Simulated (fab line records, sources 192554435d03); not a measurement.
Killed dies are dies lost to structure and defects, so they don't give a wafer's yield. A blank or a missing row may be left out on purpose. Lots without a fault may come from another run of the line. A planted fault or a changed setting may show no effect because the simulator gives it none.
Comparing a struck lot with a sound one    flow n5-finfet    15 out of 1938 route steps
Sound: the wafers L838.2, L838.4, L838.6. Struck: wafer L851.2 (L851.3, L851.6, from the same lot, were not struck and are left out); the cause is given at the end.
Each step with rows lists, per side, the tool, then ch with its chambers, then its first start. Under that, the readings that differ: sound wafers    struck wafers    difference of the means    sigmas: that difference in standard deviations of wafers without a fault.
alike: same words and numbers on both sides, and readings whose means sit less than 2 such deviations apart. not compared: any withheld reading, any reading some wafer has no value for, any bound like >300 that may hide the same value, and any number with overlapping values for which the record gives no deviation.
Wherever a step has rows on one side only, a row that says differs or no value, or a row with sigmas, the two part there. Numbers that don't overlap but have no deviation are shown without sigmas and don't part them. A reading missing from all wafers of one side parts the sides only when that side holds two or more wafers.

first, 2 steps without rows for these wafers: N5_BEOL_M15_PRECLEAN_39 (cleans in residue remover, time 60 s); N5_BEOL_M15_SRD_40 (time 30 s, dry time 30 s).
N5_BEOL_M15_DEGAS_41: time 60 s.
  sound on pvd-sputter-03, day 13 09:10; struck on pvd-sputter-02, day 16 23:49
reading             sound        struck  difference  sigmas
heater-power-w (W)  472 495 484  359     -125        -2
N5_BEOL_M15_PRE_CLEAN_42: time 30 s.
  sound on pvd-sputter-03, day 13 09:12; struck on pvd-sputter-02, day 16 23:52
reading             sound        struck  difference  sigmas
heater-power-w (W)  462 503 486  365     -119        -2
N5_BEOL_M15_SPUTTER_43: material TaN, target thk 15 nm, time 24.19 s.
  sound on pvd-sputter-03, day 13 09:14; struck on pvd-sputter-02, day 16 23:54
  alike: throttle-valve-pct
N5_BEOL_M15_SPUTTER_44: material Ta, target thk 15 nm, time 24.19 s.
  sound on pvd-sputter-03, day 13 09:19; struck on pvd-sputter-02, day 16 23:59
  alike: throttle-valve-pct
then, 2 steps without rows for these wafers: N5_BEOL_M15_SPUTTER_45 (material Cu, target thk 100 nm, time 16.67 s); N5_BEOL_M15_ECD_47 (material Cu, target thk 1860 nm).
N5_BEOL_M15_ANNEAL_48: time 90 s.
  sound on rtp-anneal-01 ch 0, day 13 10:06; struck on rtp-anneal-02 ch 0, day 17 00:28
  alike: wafer_temp_C_max
then, 1 step without rows for these wafers: N5_BEOL_M15_CMP_49 (polishes, stops on SiO2, t overpolish 4.9 s, target thk 850 nm).
N5_BEOL_M15_THK_MEAS_50: measures by xrf.
  sound on film-metro-01, day 13 10:39; struck on film-metro-02, day 17 01:02
  alike: M15_THK
then, 1 step without rows for these wafers: N5_BEOL_M15_PRE_CLEAN_52 (time 15 s).
N5_BEOL_M15_DEP_53: deposits SiCN from 3MS/NH3, target thk 50 nm, time 17.8 s.
  sound on pecvd-03 ch 0,2, day 13 10:43; struck on pecvd-03 ch 0, day 17 01:06
reading                                    sound           struck  difference  sigmas
model.SiCN_of_BEOL_M15_DEP_53.thk-nm (nm)  50.2 50.6 50.8  28.8    -21.7       
  alike: showerhead-plenum-p-Torr, showerhead-vpp-V, throttle-valve-pct
N5_BEOL_M15_RS_MEAS_54: the measuring method here is four-point-probe.
  sound on film-metro-02, day 13 10:47; struck on film-metro-02, day 17 01:11
  alike: M15_RS
N5_PASSIVATION_PROBE_49:
  sound on prober-02, day 14 03:28; struck on prober-02, day 17 15:41
reading      sound     struck  difference  sigmas
killed-open  92 74 75  56      -24         -2
  alike: defect-limited-yield, killed_at_M0_to_M3, killed_at_M4_up, killed-at-contacts, killed-at-front-end, killed-at-other, killed-dies, killed-short, sort_bin_5_function, sort_bin_6_memory, sort_bin_8_speed, sort-n-pass, sort-yield-pct

== WHERE THEY PART ==
Earliest at N5_BEOL_M15_DEGAS_41; latest, in this record, at N5_PASSIVATION_PROBE_49.

WHY: what the simulator had put in
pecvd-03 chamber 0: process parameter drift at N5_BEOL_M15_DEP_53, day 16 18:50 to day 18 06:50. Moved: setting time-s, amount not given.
